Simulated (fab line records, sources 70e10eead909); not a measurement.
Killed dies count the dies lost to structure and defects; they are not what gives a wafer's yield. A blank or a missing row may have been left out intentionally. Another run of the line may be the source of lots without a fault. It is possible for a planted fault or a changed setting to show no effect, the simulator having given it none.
Which tool did it? -- flow nandHarc -- 30 wafers from 10 lots sampled at 7 of the route's 1159 steps

== WHAT THE GAUGES SHOWED, per wafer ==
NHARC_A_CHANNEL_HOLE_D1_INSPECT_12.
lot,measured,on,rawDefectCount
L994,day 10 22:26,defectInspect-01,1 8 7
L995,day 10 22:56,defectInspect-01,6 4 3
L993,day 11 00:16,defectInspect-01,6 8 7
L997,day 11 10:06,defectInspect-01,3 3 3
L101,day 11 13:59,defectInspect-01,5 1 2
L100,day 11 14:08,defectInspect-02,5 8 6
L104,day 11 19:01,defectInspect-02,8 10 5
L111,day 13 01:09,defectInspect-01,4 2 3
L112,day 13 01:59,defectInspect-01,580 588 5
L113,day 13 18:48,defectInspect-01,2 11 586

NHARC_A_CHANNEL_HOLE_D1_INSPECT_40.
lot,measured,on,rawDefectCount
L994,day 11 08:05,defectInspect-01,81 71 65
L995,day 11 08:40,defectInspect-02,45 48 42
L993,day 11 12:40,defectInspect-02,58 58 42
L997,day 11 22:14,defectInspect-02,55 49 75
L101,day 12 02:48,defectInspect-02,47 40 68
L100,day 12 02:24,defectInspect-02,42 53 53
L104,day 12 06:35,defectInspect-01,68 75 58
L111,day 13 08:07,defectInspect-02,70 49 75
L112,day 13 08:58,defectInspect-01,625 617 62
L113,day 14 01:46,defectInspect-01,68 60 652

NHARC_END_SORT_01.
lot,measured,on,killedAtArray,killedAtOther,killedAtPeriphery,killedDies,killedOpen,killedShort
L994,day 24 16:26,prober-02,16 25 18,0 0 0,0 1 1,16 26 19,1 2 3,1 3 2
L995,day 25 00:16,prober-02,20 13 27,0 0 0,2 4 1,22 17 28,2 3 2,1 1 3
L993,day 25 08:05,prober-02,11 14 9,0 0 0,1 2 2,12 16 11,3 3 3,4 2 0
L997,day 25 21:56,prober-01,26 29 24,4 3 2,3 1 4,33 33 30,1 2 2,1 2 2
L101,day 26 08:21,prober-02,25 40 30,3 1 2,2 1 4,30 42 36,3 6 3,1 4 3
L100,day 26 11:43,prober-01,30 34 33,0 0 0,3 1 1,33 35 34,2 4 1,6 1 3
L104,day 26 15:18,prober-02,52 40 53,0 3 4,7 8 6,59 51 63,4 4 5,3 2 1
L111,day 27 22:31,prober-02,32 25 26,0 0 0,4 2 2,36 27 28,2 7 3,1 2 0
L112,day 27 19:00,prober-01,112 120 41,0 1 0,3 5 5,115 126 46,1 1 2,1 0 1
L113,day 29 13:28,prober-02,42 31 93,2 0 0,1 2 3,45 33 96,2 4 5,2 1 2

== WHICH TOOL RAN EACH LOT (tool, then ch and the chambers of the sampled wafers, then the start) ==
lot,NHARC_A_CHANNEL_HOLE_D1_DEP_01,NHARC_A_CHANNEL_HOLE_D1_ETCH_38,NHARC_A_CHANNEL_HOLE_D1_ETCH_16,NHARC_A_CHANNEL_HOLE_D1_ETCH_19
L994,"pecvd-03 ch 0,1,2, day 10 21:35","rieDiel-10 ch 1,2, day 10 22:36","rieDiel-10 ch 0,2, day 11 02:25 or earlier","harEtch-01 ch 0,1, day 11 02:25"
L995,"pecvd-02 ch 0,1,2, day 10 22:05","rieDiel-13 ch 0,2, day 10 23:05","rieDiel-13 ch 1,2,3, day 11 02:49 or earlier","harEtch-02 ch 0,1, day 11 02:49"
L993,"pecvd-03 ch 0,1,2, day 10 23:25","rieDiel-10 ch 0,1, day 11 00:25","rieDiel-10 ch 0,1,2, day 11 06:58 or earlier","harEtch-02 ch 0,1, day 11 06:58"
L997,"pecvd-04 ch 0,1,2, day 11 09:20","rieDiel-09 ch 1,2, day 11 10:14","rieDiel-09 ch 1,2, day 11 16:35 or earlier","harEtch-01 ch 0,1, day 11 16:35"
L101,"pecvd-03 ch 0,1,2, day 11 13:08","rieDiel-13 ch 0,1, day 11 14:08","rieDiel-13 ch 0,1, day 11 21:07 or earlier","harEtch-02 ch 1, day 11 21:07"
L100,"pecvd-02 ch 0,2, day 11 13:16","rieDiel-10 ch 1,2,3, day 11 14:18","rieDiel-10 ch 0,3, day 11 20:43 or earlier","harEtch-01 ch 1, day 11 20:43"
L104,"pecvd-02 ch 0,2, day 11 18:12","rieDiel-10 ch 1,2,3, day 11 19:11","rieDiel-10 ch 1,2,3, day 12 00:52 or earlier","harEtch-01 ch 0,1, day 12 00:52"
L111,"pecvd-02 ch 0,1,2, day 13 00:20","rieDiel-09 ch 1,3, day 13 01:18","rieDiel-09 ch 0,1,3, day 13 02:24 or earlier","harEtch-02 ch 0,1, day 13 02:24"
L112,"pecvd-03 ch 1,2, day 13 01:09","rieDiel-10 ch 1,2,3, day 13 02:08","rieDiel-10 ch 1,2,3, day 13 03:15 or earlier","harEtch-01 ch 0,1, day 13 03:15"
L113,"pecvd-03 ch 0,1,2, day 13 18:07","rieDiel-10 ch 0,1,2, day 13 18:58","rieDiel-10 ch 0,1,2, day 13 20:03 or earlier","harEtch-02 ch 0, day 13 20:03"
- NHARC_A_CHANNEL_HOLE_D1_DEP_01: deposits SiON, target thk 140 nm.
- NHARC_A_CHANNEL_HOLE_D1_ETCH_38: etches the open film in CF4, target depth 39 nm, time 65 s.
- NHARC_A_CHANNEL_HOLE_D1_ETCH_16: etches the open film in O2/COS, target depth 3100 nm, time 806 s.
- NHARC_A_CHANNEL_HOLE_D1_ETCH_19: etches the open film in C4F8/O2/Ar, time 34.5 s.

== WHAT THE TOOLS THEMSELVES READ (means of the sampled wafers that have a number; where no wafer has one, the mark that the record gives instead) ==
NHARC_A_CHANNEL_HOLE_D1_DEP_01.
lot,tool,heaterPowerW (W),rfFwdPowerW (W)
L994,pecvd-03,801,348.1
L995,pecvd-02,786,349.4
L993,pecvd-03,756,347.8
L997,pecvd-04,670,347.1
L101,pecvd-03,800,348.3
L100,pecvd-02,797,348.2
L104,pecvd-02,747,349.1
L111,pecvd-02,759,347.9
L112,pecvd-03,784,348.3
L113,pecvd-03,805,346.4

NHARC_A_CHANNEL_HOLE_D1_ETCH_38.
lot,tool,biasW (W),cf4FlowSccm (sccm),drypumpMotorCurrentA (A),mfcArSccm (sccm),oesProductAu (a.u.),rfFwdPowerW (W),rfVppV (V),showerheadPlenumPTorr (Torr),throttleValvePct (%)
L994,rieDiel-10,99.6,150.4,5.5,0.011,0.983,296.9,152.4,1.86,13.286
L995,rieDiel-13,100.2,149.7,6.1,0.011,1.001,298.7,151.0,1.73,13.285
L993,rieDiel-10,100.1,150.2,5.7,0.010,1.003,296.3,151.3,1.80,13.277
L997,rieDiel-09,100.1,149.5,6.0,0.023,0.979,297.1,151.9,1.85,13.280
L101,rieDiel-13,99.9,150.4,5.9,0.018,0.995,297.2,150.0,1.67,13.283
L100,rieDiel-10,100.2,149.9,5.3,0.005,0.994,296.5,151.3,1.79,13.284
L104,rieDiel-10,99.8,150.0,5.2,0.005,0.986,297.3,151.9,1.79,13.289
L111,rieDiel-09,100.1,150.0,5.4,0.011,0.994,298.5,151.4,1.78,13.287
L112,rieDiel-10,99.8,150.0,5.3,0.005,0.994,297.9,150.8,1.79,13.282
L113,rieDiel-10,100.0,150.0,5.6,0.010,0.998,297.3,151.2,1.83,13.283

NHARC_A_CHANNEL_HOLE_D1_ETCH_16.
lot,tool,biasW (W),drypumpMotorCurrentA (A),mfcArSccm (sccm),oesProductAu (a.u.),rfFwdPowerW (W),rfVppV (V),showerheadPlenumPTorr (Torr),throttleValvePct (%)
L994,rieDiel-10,299.4,5.8,0.016,0.988,499.9,317.0,3.25,28.332
L995,rieDiel-13,299.4,5.7,0.010,0.997,498.9,314.1,3.07,28.331
L993,rieDiel-10,300.1,5.6,0.010,1.000,498.9,316.5,3.23,28.324
L997,rieDiel-09,299.3,6.0,0.023,0.981,498.6,315.9,3.26,28.327
L101,rieDiel-13,299.9,5.5,0.020,0.999,500.0,312.2,2.95,28.329
L100,rieDiel-10,299.8,5.5,0.010,1.006,499.7,313.0,3.08,28.335
L104,rieDiel-10,300.3,5.3,0.005,0.988,498.8,314.5,3.15,28.335
L111,rieDiel-09,299.3,5.9,0.013,1.001,499.5,314.0,3.14,28.328
L112,rieDiel-10,299.2,5.3,0.005,1.002,499.5,313.8,3.15,28.320
L113,rieDiel-10,299.2,5.6,0.010,0.999,500.0,315.2,3.22,28.336

NHARC_A_CHANNEL_HOLE_D1_ETCH_19.
lot,tool,drypumpMotorCurrentA (A),mfcArSccm (sccm),rfFwdPowerW (W),showerheadPlenumPTorr (Torr),tempC (C),throttleValvePct (%)
L994,harEtch-01,6.8,373.5,2441,3.74,-20.05,37.032
L995,harEtch-02,5.5,373.9,2452,3.81,-20.02,37.033
L993,harEtch-02,5.4,375.0,2439,3.78,-19.88,37.050
L997,harEtch-01,6.7,374.4,2438,3.80,-19.95,37.040
L101,harEtch-02,5.6,375.2,2463,3.83,-20.07,37.038
L100,harEtch-01,6.8,374.0,2452,3.67,-20.05,37.037
L104,harEtch-01,6.8,374.4,2441,3.73,-20.01,37.033
L111,harEtch-02,5.4,374.4,2448,3.76,-20.00,37.036
L112,harEtch-01,6.8,375.5,2438,3.72,-20.13,37.036
L113,harEtch-02,5.3,374.7,2446,3.73,-20.04,37.033

== THE ANSWER, worked out from the rows above alone ==
Rule: the usual values come from the lots themselves. Put in order of their means at a reading, lots are off if they are a third of the lots or fewer, leave a main group of 4 or more, and stand apart from it by a gap of 3 or more times the standard deviation of the main group's means; of several such gaps the widest counts. A main group whose means are all the same, to the digits that the tables above print for the reading, isn't used. Also off: a lot with no number at a reading for which 4 or more lots have one. The other lots that the step has rows for count as sound. First the gauges in route order, then the tools' own readings, where a lot's mean is used as printed above. The first step at which some lot is off is used, and at that step the reading that is off furthest; a lot without a number counts as furthest.
Off: L112, L113, at NHARC_A_CHANNEL_HOLE_D1_INSPECT_12 (rawDefectCount). For the main group the mean is 4.9 and the standard deviation 1.8.
If a tool, at a process step before that reading, ran all the lots that are off and no sound lot after the first of them, it fits. Gauges at NHARC_A_CHANNEL_HOLE_D1_INSPECT_12: tried the same way as those tools. This does not decide it: 2 tools fit, namely pecvd-03 at NHARC_A_CHANNEL_HOLE_D1_DEP_01 and defectInspect-01 at NHARC_A_CHANNEL_HOLE_D1_INSPECT_12.

== WHAT THE SIMULATOR HAD INSERTED ==
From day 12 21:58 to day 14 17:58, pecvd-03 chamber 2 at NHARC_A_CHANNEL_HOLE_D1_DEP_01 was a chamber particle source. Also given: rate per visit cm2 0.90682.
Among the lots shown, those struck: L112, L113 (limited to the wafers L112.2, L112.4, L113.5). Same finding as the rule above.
